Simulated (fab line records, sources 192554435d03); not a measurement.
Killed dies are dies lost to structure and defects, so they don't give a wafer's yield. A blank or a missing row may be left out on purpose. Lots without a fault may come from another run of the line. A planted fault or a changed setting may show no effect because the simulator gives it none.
Chamber matching | flow n5_finfet | N5_BEOL_M4_VIA_ETCH_34 on rie_diel-04: 4 sister chambers
The step etches the open film in C4F6/O2, target depth 69.4 nm, time 65.9 s. 7 wafers are shown with their chamber, then 8 later ones without.

WAFERS WITH THEIR CHAMBER
wafer  | chamber | showerhead_plenum_p_Torr (Torr) | oes_ar_750_au (a.u.)
L078.6 | 3       | 2.80                            | 0.88
L084.2 | 1       | 2.69                            | 0.72
L084.4 | 2       | 2.92                            | 0.72
L089.1 | 2       | 2.91                            | 0.71
L089.5 | 0       | 3.05                            | 0.94
L089.6 | 3       | 2.79                            | 0.85
L093.1 | 1       | 2.68                            | 0.70

WAFERS WITHOUT THEIR CHAMBER
wafer  | showerhead_plenum_p_Torr (Torr) | oes_ar_750_au (a.u.)
L093.4 | 2.79                            | 0.83
L093.6 | 2.91                            | 0.71
L096.1 | 2.78                            | 0.82
L096.4 | 2.68                            | 0.68
L096.5 | 2.78                            | 0.83
L097.1 | 2.91                            | 0.70
L097.5 | 3.04                            | 0.89
L097.6 | 2.78                            | 0.82

WHICH CHAMBER EACH WENT THROUGH
wafer  | from the rows above | in truth
L093.4 | 3                   | 3
L093.6 | 2                   | 2
L096.1 | 3                   | 3
L096.4 | 1                   | 1
L096.5 | 3                   | 3
L097.1 | 2                   | 2
L097.5 | 0                   | 0
L097.6 | 3                   | 3
Placed correctly: 8 of 8. Can't be placed from these rows: 0. Placed wrongly: 0.
How it was worked out, from the rows above alone: a wafer's distance from a chamber is the root of the sum, over the readings, of the square of ((its reading less the chamber's mean) divided by the reading's scatter). The wafer belongs to the nearest chamber; if the next one is less than 2 further off, it can't be placed. A chamber's mean is the mean of its shown wafers. The scatter: the root of (the sum of the squares of (reading less its chamber's mean) over the shown wafers, divided by (wafers less chambers)).
